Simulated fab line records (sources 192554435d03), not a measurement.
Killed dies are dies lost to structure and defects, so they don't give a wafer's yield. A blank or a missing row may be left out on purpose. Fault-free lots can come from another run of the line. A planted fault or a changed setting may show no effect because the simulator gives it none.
Split-lot study | flow n5Finfet | 7 lots, 21 wafers read, on a route of 1938 steps

THE SPLIT
At N5_BEOL_M3_DESCUM_33 (chemistry O2, time 7 s), the setting timeS was moved away from the recipe's 7 s on 4 of the 21 wafers read, by -20.2% to +11.9%. All remaining wafers had this setting at the recipe value.

Reading taken at the split's own step.

THE READING
CAR-EUV_of_BEOL_M3_COAT_22.thkNm (the simulator's own value, which no gauge read), in nm, at N5_BEOL_M3_DESCUM_33 (chemistry O2, time 7 s). No usual value for it is given in the file. Here, 17 wafers ran the recipe; their average is 26.0 nm with a standard deviation of 0.085 nm.

wafer  | tool, chamber at the split | timeS as run, s | against the recipe | CAR-EUV_of_BEOL_M3_COAT_22.thkNm, nm | against lot-mates on the recipe
L078.1 | rieDiel-01, 0,2            | 7               | recipe             | 26                                   | -
L078.2 | rieDiel-01, 0,2            | 7               | recipe             | 26                                   | -
L078.4 | rieDiel-01, 3              | 7.831           | +11.9%             | 25.6                                 | -0.4
L079.4 | rieDiel-05, 0,1            | 7               | recipe             | 26                                   | -
L079.6 | rieDiel-05, 0,1            | 7               | recipe             | 26                                   | -
L079.5 | rieDiel-05, 3              | 5.834           | -16.7%             | 26.6                                 | +0.6
L080.2 | rieDiel-05, 3,0            | 7               | recipe             | 26                                   | -
L080.3 | rieDiel-05, 3,0            | 7               | recipe             | 26                                   | -
L080.5 | rieDiel-05, 1              | 7               | recipe             | 26.2                                 | -
L081.1 | rieDiel-01, 0,2,3          | 7               | recipe             | 26                                   | -
L081.2 | rieDiel-01, 0,2,3          | 7               | recipe             | 26                                   | -
L081.3 | rieDiel-01, 0,2,3          | 7               | recipe             | 26                                   | -
L083.2 | rieDiel-01, 1              | 7               | recipe             | 26.2                                 | -
L083.3 | rieDiel-01, 0              | 5.585           | -20.2%             | 26.8                                 | +0.6
L083.4 | rieDiel-01, 3              | 5.585           | -20.2%             | 27                                   | +0.8
L084.1 | rieDiel-06, 1              | 7               | recipe             | 26.2                                 | -
L084.2 | rieDiel-06, 0,2            | 7               | recipe             | 26                                   | -
L084.4 | rieDiel-06, 0,2            | 7               | recipe             | 26                                   | -
L095.2 | rieDiel-06, 2              | 7               | recipe             | 26.2                                 | -
L095.3 | rieDiel-06, 0,2            | 7               | recipe             | 26                                   | -
L095.5 | rieDiel-06, 0,2            | 7               | recipe             | 26                                   | -
If several chambers appear in one row, that row covers several wafers at once and the file leaves open which wafer was in which chamber.

THE FIT
A straight line over all 21 wafers: CAR-EUV_of_BEOL_M3_COAT_22.thkNm changes by -0.0396 nm for each +1% of timeS; r = -0.96; the points scatter about the line by 0.092 nm.
The same after taking each lot's own level away (the mean of its wafers on the recipe; 21 wafers): -0.0348 nm for each +1%; r = -0.97; scatter 0.073 nm.
Per that fit: largest timeS move, reading shift of 0.7 nm.
The lots' own levels span 26.00 to 26.20 nm, that is 2.4 times the standard deviation above.
In other words, the slope is changed by the lot-to-lot level; the two fits disagree.
Check: for one of the wafers moved furthest among these (-20.2%), held out of the fit, the line's prediction against its lot-mates is +0.757 nm. It came out at +0.6 nm against them.

THESE WAFERS: OTHER SPLITS
Other splits were also applied to these wafers ahead of the reading. Each is held against what the fit with the lots' levels taken away leaves over:
other split on the same wafers  | wafers away from the commonest value | r with CAR-EUV_of_BEOL_M3_COAT_22.thkNm (lot level and that fit taken away)
N5_BEOL_M2_TRENCH_ETCH_37 timeS | 6                                    | -0.25
N5_BEOL_M3_COAT_67 spinRpm      | 6                                    | +0.27

FILE'S OWN FIT
CAR-EUV_of_BEOL_M3_COAT_22.thkNm changes by -0.0349 nm for each +1% of timeS, r = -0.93.
